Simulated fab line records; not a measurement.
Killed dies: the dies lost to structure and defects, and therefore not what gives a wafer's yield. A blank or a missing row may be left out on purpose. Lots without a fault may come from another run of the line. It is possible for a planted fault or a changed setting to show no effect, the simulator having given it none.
Split-lot experiment || flow n5 finfet || 39 wafers read across 7 lots, on a route 1938 steps long

ON THE SPLIT
At N5_FIN_SAQP_HM_DEP_03 (deposits SiNx from SiH4/NH3/N2, target thk 38 nm, time 33.6 s), the setting time s was moved away from the recipe's 33.6 s on 18 of the 39 wafers read, by -59.5% to +56.3%. The other wafers ran this setting at the recipe's value.

FROM THE SPLIT TO THE READING: what the file shows between them, 4 steps
- N5_FIN_SAQP_THK_MEAS_05
- N5_FIN_SAQP_PECVD_47: deposits a-Si from SiH4/He, target thk 45 nm, time 36.3 s
- N5_FIN_SAQP_PECVD_48: deposits SiNx from SiH4/NH3/N2, target thk 25 nm, time 22.1 s
- N5_FIN_SAQP_MANDREL2_REMOVE_60: chemistry HBr/Cl2/O2, target a-Si, stops on SiNx, bt time 10 s

THE READING
etch.depth nm (the simulator's own value, which no gauge read), in nm, at N5_FIN_SAQP_HM_OPEN_33 (chemistry CH3F/O2, target SiNx, target depth 49.4 nm, time 70.6 s). There is no usual value for it anywhere in the file. Here, 21 wafers ran the recipe; their average is 37.43 nm with a standard deviation of 0.51 nm.

{"wafer": "L076.1", "tool, chamber at the split": "pecvd-04, 2", "time s as run, s": 33.6, "against the recipe": "recipe", "etch.depth nm, nm": 37.46, "against lot-mates on the recipe": "-"}
{"wafer": "L076.2", "tool, chamber at the split": "pecvd-04, 1", "time s as run, s": 33.6, "against the recipe": "recipe", "etch.depth nm, nm": 37.5, "against lot-mates on the recipe": "-"}
{"wafer": "L076.3", "tool, chamber at the split": "pecvd-04, 0", "time s as run, s": 33.6, "against the recipe": "recipe", "etch.depth nm, nm": 37.67, "against lot-mates on the recipe": "-"}
{"wafer": "L076.4", "tool, chamber at the split": "pecvd-04, 0", "time s as run, s": 13.61, "against the recipe": "-59.5%", "etch.depth nm, nm": 16.28, "against lot-mates on the recipe": -21.26}
{"wafer": "L076.5", "tool, chamber at the split": "pecvd-04, 1", "time s as run, s": 13.61, "against the recipe": "-59.5%", "etch.depth nm, nm": 15.33, "against lot-mates on the recipe": -22.21}
{"wafer": "L076.6", "tool, chamber at the split": "pecvd-04, 2", "time s as run, s": 13.61, "against the recipe": "-59.5%", "etch.depth nm, nm": 15.28, "against lot-mates on the recipe": -22.26}
{"wafer": "L078.1", "tool, chamber at the split": "pecvd-04, 0", "time s as run, s": 33.6, "against the recipe": "recipe", "etch.depth nm, nm": 37.65, "against lot-mates on the recipe": "-"}
{"wafer": "L078.2", "tool, chamber at the split": "pecvd-04, 2", "time s as run, s": 18.02, "against the recipe": "-46.4%", "etch.depth nm, nm": 19.53, "against lot-mates on the recipe": -18.13}
{"wafer": "L078.3", "tool, chamber at the split": "pecvd-04, 1", "time s as run, s": 33.6, "against the recipe": "recipe", "etch.depth nm, nm": 37.4, "against lot-mates on the recipe": "-"}
{"wafer": "L078.4", "tool, chamber at the split": "pecvd-04, 1", "time s as run, s": 18.02, "against the recipe": "-46.4%", "etch.depth nm, nm": 19.9, "against lot-mates on the recipe": -17.76}
{"wafer": "L078.5", "tool, chamber at the split": "pecvd-04, 0", "time s as run, s": 33.6, "against the recipe": "recipe", "etch.depth nm, nm": 37.92, "against lot-mates on the recipe": "-"}
{"wafer": "L078.6", "tool, chamber at the split": "pecvd-04, 2", "time s as run, s": 18.02, "against the recipe": "-46.4%", "etch.depth nm, nm": 19.76, "against lot-mates on the recipe": -17.90}
{"wafer": "L086.3", "tool, chamber at the split": "pecvd-02, 2", "time s as run, s": 33.6, "against the recipe": "recipe", "etch.depth nm, nm": 37.25, "against lot-mates on the recipe": "-"}
{"wafer": "L086.4", "tool, chamber at the split": "pecvd-02, 2", "time s as run, s": 33.6, "against the recipe": "recipe", "etch.depth nm, nm": 38.42, "against lot-mates on the recipe": "-"}
{"wafer": "L086.5", "tool, chamber at the split": "pecvd-02, 0", "time s as run, s": 33.6, "against the recipe": "recipe", "etch.depth nm, nm": 38.23, "against lot-mates on the recipe": "-"}
{"wafer": "L090.1", "tool, chamber at the split": "pecvd-04, 1", "time s as run, s": 33.6, "against the recipe": "recipe", "etch.depth nm, nm": 36.74, "against lot-mates on the recipe": "-"}
{"wafer": "L090.2", "tool, chamber at the split": "pecvd-04, 0", "time s as run, s": 33.6, "against the recipe": "recipe", "etch.depth nm, nm": 37.06, "against lot-mates on the recipe": "-"}
{"wafer": "L090.3", "tool, chamber at the split": "pecvd-04, 2", "time s as run, s": 19.07, "against the recipe": "-43.2%", "etch.depth nm, nm": 20.11, "against lot-mates on the recipe": -17.12}
{"wafer": "L090.4", "tool, chamber at the split": "pecvd-04, 1", "time s as run, s": 33.6, "against the recipe": "recipe", "etch.depth nm, nm": 37.9, "against lot-mates on the recipe": "-"}
{"wafer": "L090.5", "tool, chamber at the split": "pecvd-04, 2", "time s as run, s": 19.07, "against the recipe": "-43.2%", "etch.depth nm, nm": 20.79, "against lot-mates on the recipe": -16.44}
{"wafer": "L090.6", "tool, chamber at the split": "pecvd-04, 0", "time s as run, s": 19.07, "against the recipe": "-43.2%", "etch.depth nm, nm": 21.04, "against lot-mates on the recipe": -16.19}
{"wafer": "L093.1", "tool, chamber at the split": "pecvd-04, 0", "time s as run, s": 33.6, "against the recipe": "recipe", "etch.depth nm, nm": 36.53, "against lot-mates on the recipe": "-"}
{"wafer": "L093.2", "tool, chamber at the split": "pecvd-04, 2", "time s as run, s": 26.21, "against the recipe": "-22.0%", "etch.depth nm, nm": 28.3, "against lot-mates on the recipe": -8.97}
{"wafer": "L093.3", "tool, chamber at the split": "pecvd-04, 1", "time s as run, s": 26.21, "against the recipe": "-22.0%", "etch.depth nm, nm": 28.35, "against lot-mates on the recipe": -8.92}
{"wafer": "L093.4", "tool, chamber at the split": "pecvd-04, 0", "time s as run, s": 33.6, "against the recipe": "recipe", "etch.depth nm, nm": 37.35, "against lot-mates on the recipe": "-"}
{"wafer": "L093.5", "tool, chamber at the split": "pecvd-04, 2", "time s as run, s": 26.21, "against the recipe": "-22.0%", "etch.depth nm, nm": 28.74, "against lot-mates on the recipe": -8.53}
{"wafer": "L093.6", "tool, chamber at the split": "pecvd-04, 1", "time s as run, s": 33.6, "against the recipe": "recipe", "etch.depth nm, nm": 37.92, "against lot-mates on the recipe": "-"}
{"wafer": "L095.1", "tool, chamber at the split": "pecvd-02, 0", "time s as run, s": 47.33, "against the recipe": "+40.9%", "etch.depth nm, nm": 52.57, "against lot-mates on the recipe": "+15.51"}
{"wafer": "L095.2", "tool, chamber at the split": "pecvd-02, 2", "time s as run, s": 33.6, "against the recipe": "recipe", "etch.depth nm, nm": 36.74, "against lot-mates on the recipe": "-"}
{"wafer": "L095.3", "tool, chamber at the split": "pecvd-02, 1", "time s as run, s": 33.6, "against the recipe": "recipe", "etch.depth nm, nm": 36.58, "against lot-mates on the recipe": "-"}
{"wafer": "L095.4", "tool, chamber at the split": "pecvd-02, 2", "time s as run, s": 33.6, "against the recipe": "recipe", "etch.depth nm, nm": 37.86, "against lot-mates on the recipe": "-"}
{"wafer": "L095.5", "tool, chamber at the split": "pecvd-02, 1", "time s as run, s": 47.33, "against the recipe": "+40.9%", "etch.depth nm, nm": 53.14, "against lot-mates on the recipe": "+16.08"}
{"wafer": "L095.6", "tool, chamber at the split": "pecvd-02, 0", "time s as run, s": 47.33, "against the recipe": "+40.9%", "etch.depth nm, nm": 52.82, "against lot-mates on the recipe": "+15.76"}
{"wafer": "L097.1", "tool, chamber at the split": "pecvd-02, 1", "time s as run, s": 52.51, "against the recipe": "+56.3%", "etch.depth nm, nm": 58.25, "against lot-mates on the recipe": "+20.96"}
{"wafer": "L097.2", "tool, chamber at the split": "pecvd-02, 0", "time s as run, s": 52.51, "against the recipe": "+56.3%", "etch.depth nm, nm": 58.03, "against lot-mates on the recipe": "+20.74"}
{"wafer": "L097.3", "tool, chamber at the split": "pecvd-02, 1", "time s as run, s": 33.6, "against the recipe": "recipe", "etch.depth nm, nm": 37.45, "against lot-mates on the recipe": "-"}
{"wafer": "L097.4", "tool, chamber at the split": "pecvd-02, 0", "time s as run, s": 33.6, "against the recipe": "recipe", "etch.depth nm, nm": 37.03, "against lot-mates on the recipe": "-"}
{"wafer": "L097.5", "tool, chamber at the split": "pecvd-02, 1", "time s as run, s": 33.6, "against the recipe": "recipe", "etch.depth nm, nm": 37.4, "against lot-mates on the recipe": "-"}
{"wafer": "L097.6", "tool, chamber at the split": "pecvd-02, 0", "time s as run, s": 52.51, "against the recipe": "+56.3%", "etch.depth nm, nm": 58.69, "against lot-mates on the recipe": "+21.40"}

FIT RESULTS
A straight line over all 39 wafers: etch.depth nm changes by +0.376 nm for each +1% of time s; r = +1.00; the points scatter about the line by 0.53 nm.
The same after taking each lot's own level away (the mean of its wafers on the recipe; 39 wafers): +0.378 nm for each +1%; r = +1.00; scatter 0.47 nm.
That fit puts the effect of the largest move of time s on the reading at 23 nm.
From 37.060 to 37.967 nm: that is the span of the lots' own levels, equal to 1.8 times the standard deviation above.
Hence the lot-to-lot level has little effect on the slope; both slopes agree.
Check: for one of the wafers moved furthest among these (-59.5%), held out of the fit, the line's prediction against its lot-mates is -22.7 nm. It came out at -21.3 nm against them.

THE WHOLE CHAIN: every reading that the file lists as answering this split, in the file's order
{"step": "N5_FIN_SAQP_HM_DEP_03", "what it does": "deposits SiNx from SiH4/NH3/N2, target thk 38 nm, time 33.6 s", "reading": "SiNx_of_FIN_SAQP_HM_DEP_03.thk nm (the simulator's own value, which no gauge read)", "change (the file's fit)": "+0.378 nm for each +1% of the setting", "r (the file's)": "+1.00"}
{"step": "N5_FIN_SAQP_THK_MEAS_05", "what it does": "", "reading": "thk nm", "change (the file's fit)": "withheld for each +1% of the setting", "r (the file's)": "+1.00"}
{"step": "N5_FIN_SAQP_HM_OPEN_33", "what it does": "chemistry CH3F/O2, target SiNx, target depth 49.4 nm, time 70.6 s", "reading": "etch rf on time s", "change (the file's fit)": "withheld for each +1% of the setting", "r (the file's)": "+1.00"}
{"step": "N5_FIN_SAQP_HM_OPEN_33", "what it does": "chemistry CH3F/O2, target SiNx, target depth 49.4 nm, time 70.6 s", "reading": "etch.depth nm (the simulator's own value, which no gauge read)", "change (the file's fit)": "+0.378 nm for each +1% of the setting", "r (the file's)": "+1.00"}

FILE'S OWN FIT
etch.depth nm changes by +0.378 nm for each +1% of time s, r = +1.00.
